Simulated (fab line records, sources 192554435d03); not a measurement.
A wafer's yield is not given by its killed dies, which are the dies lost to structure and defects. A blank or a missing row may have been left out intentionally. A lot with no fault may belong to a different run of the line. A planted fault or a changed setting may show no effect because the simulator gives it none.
Split-lot study ; flow n5-finfet ; 21 wafers read across 7 lots, on a route 1938 steps long

THE SPLIT
At N5_GATE_CUT_COAT_27 (time 60 s, resist thk 10 nm), the setting spin-rpm was moved away from the recipe's 1500 rpm on 5 of the 21 wafers read, by -10.3% to +3.4%. All remaining wafers had this setting at the recipe value.

FROM THE SPLIT TO THE READING: what the file shows between them, 5 steps
- N5_GATE_CUT_EXPOSE_10: exposes mask GATE CUT, target cd 20 nm (also split here: dose-mj)
- N5_GATE_CUT_PEB_11: peb time 60 s
- N5_GATE_CUT_DEVELOP_12: develop time 30 s
- N5_GATE_CUT_CD_MEAS_13: target cd 20 nm
- N5_GATE_CUT_DESCUM_18: chemistry O2, time 7 s

THE READING
etch.depth-nm (the simulator's own value, which no gauge read), in nm, at N5_GATE_CUT_ETCH_28 (etches underlayer in N2/H2, target depth 13 nm, time 10.4 s). The file does not state a usual value for it. The 16 wafers here that ran the recipe average 10.020 nm, standard deviation 0.032 nm.

wafer;tool, chamber at the split;spin-rpm as run, rpm;against the recipe;etch.depth-nm, nm;against lot-mates on the recipe
L074.3;litho-track-03, 0;1551;+3.4%;9.805;-0.155
L074.5;litho-track-03, 0;1500;recipe;9.951;-
L074.6;litho-track-03, 0;1500;recipe;9.969;-
L075.2;litho-track-01, 0;1353;-9.8%;10.56;+0.520
L075.4;litho-track-01, 0;1500;recipe;10.04;-
L075.6;litho-track-01, 0;1500;recipe;10.04;-
L077.2;litho-track-03, 0;1345;-10.3%;10.6;no lot-mate on the recipe
L077.3;litho-track-03, 0;1345;-10.3%;10.58;no lot-mate on the recipe
L077.4;litho-track-03, 0;1345;-10.3%;10.59;no lot-mate on the recipe
L079.1;litho-track-04, 0;1500;recipe;10.03;-
L079.2;litho-track-04, 0;1500;recipe;9.994;-
L079.6;litho-track-04, 0;1500;recipe;9.99;-
L085.2;litho-track-04, 0;1500;recipe;10.04;-
L085.5;litho-track-04, 0;1500;recipe;10.07;-
L085.6;litho-track-04, 0;1500;recipe;10.05;-
L089.1;litho-track-04, 0;1500;recipe;10.01;-
L089.3;litho-track-04, 0;1500;recipe;10.02;-
L089.6;litho-track-04, 0;1500;recipe;9.992;-
L097.1;litho-track-03, 0;1500;recipe;10.05;-
L097.2;litho-track-03, 0;1500;recipe;10.03;-
L097.4;litho-track-03, 0;1500;recipe;10.05;-

THE FIT
A straight line over all 21 wafers: etch.depth-nm changes by -0.0555 nm for each +1% of spin-rpm; r = -0.99; the points scatter about the line by 0.03 nm.
The same after taking each lot's own level away (the mean of its wafers on the recipe; 18 wafers): -0.0522 nm for each +1%; r = -1.00; scatter 0.013 nm.
According to that fit, moving spin-rpm by its largest amount changes the reading by 0.54 nm.
Across the lots, their own levels run from 9.9600 to 10.0533 nm, a range of 2.9 times the standard deviation given above.
The two slopes are in agreement: the lot-to-lot level therefore moves the slope only a little.
Check: with one of the wafers moved furthest among these (-9.8%) left out of the fit, the line predicts +0.447 nm for it against its lot-mates. Against them it came out at +0.52 nm.

OTHER SPLITS APPLIED TO THESE WAFERS
These wafers also went through other splits before the reading. Each is held against what the fit with the lots' levels taken away leaves over:
other split on the same wafers;wafers away from the commonest value;r with etch.depth-nm (lot level and that fit taken away)
N5_SDB_ALD_29 ald-cycles;8;-0.33
N5_GATE_CUT_EXPOSE_10 dose-mj;7;+0.06

THE WHOLE CHAIN: every reading that the file lists as answering this split, in the file's order
step;what it does;reading;change (the file's fit);r (the file's)
N5_GATE_CUT_COAT_27;time 60 s, resist thk 10 nm;underlayer_of_GATE_CUT_COAT_27.thk-nm (the simulator's own value, which no gauge read);-0.061 nm for each +1% of the setting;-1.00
N5_GATE_CUT_ETCH_28;etches underlayer in N2/H2, target depth 13 nm, time 10.4 s;etch-rf-on-time-s;withheld for each +1% of the setting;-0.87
N5_GATE_CUT_ETCH_28;etches underlayer in N2/H2, target depth 13 nm, time 10.4 s;etch.depth-nm (the simulator's own value, which no gauge read);-0.0522 nm for each +1% of the setting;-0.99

THE FILE'S OWN FIT
etch.depth-nm changes by -0.0522 nm for each +1% of spin-rpm, r = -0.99.
